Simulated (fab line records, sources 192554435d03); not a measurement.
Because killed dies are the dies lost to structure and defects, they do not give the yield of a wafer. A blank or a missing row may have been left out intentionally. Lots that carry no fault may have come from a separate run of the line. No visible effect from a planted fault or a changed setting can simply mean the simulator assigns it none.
Matching of chambers | flow n5-finfet | rie-diel-06 running N5_SD_EPI_N_ETCH_45: 4 sister chambers
The step etches SiOCN in CH3F/O2, target depth 6 nm. 4 wafers are shown with their chamber, then 11 later ones without.

== WAFERS PAIRED WITH THEIR CHAMBERS ==
wafer  | chamber | showerhead-plenum-p-Torr (Torr)
L080.4 | 0       | 2.07
L085.1 | 1       | 2.03
L085.4 | 2       | 1.93
L086.2 | 3       | 1.93

== WAFERS WITH NO CHAMBER GIVEN ==
wafer  | showerhead-plenum-p-Torr (Torr)
L086.4 | 1.93
L086.6 | 1.93
L090.2 | 2.03
L090.3 | 1.92
L090.4 | 2.06
L091.3 | 2.02
L091.4 | 2.06
L091.6 | 1.92
L094.2 | 1.93
L094.3 | 1.92
L094.4 | 2.02

== WHICH CHAMBER EACH WENT THROUGH ==
wafer  | from the rows above     | in truth
L086.4 | can't be placed: 2 or 3 | 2
L086.6 | can't be placed: 2 or 3 | 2
L090.2 | 1                       | 1
L090.3 | can't be placed: 2 or 3 | 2
L090.4 | 0                       | 0
L091.3 | 1                       | 1
L091.4 | 0                       | 0
L091.6 | can't be placed: 2 or 3 | 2
L094.2 | can't be placed: 2 or 3 | 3
L094.3 | can't be placed: 2 or 3 | 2
L094.4 | 1                       | 1
Placed correctly: 5 of 11. Cannot be placed on the basis of these rows: 6; the candidates contain the true chamber in 6. Number placed wrongly: 0.
How it was worked out, from the rows above alone: a wafer's distance from a chamber is the root of the sum, over the readings, of the square of ((its reading less the chamber's mean) divided by the reading's scatter). If the next closest chamber is less than 2 further off than the closest, the wafer can't be placed; otherwise it belongs to the closest. Each chamber's mean is taken over the wafers shown for it. The scatter: with one shown wafer a chamber, the root of the mean of the squares of how far each hidden wafer lies from its nearest shown one.
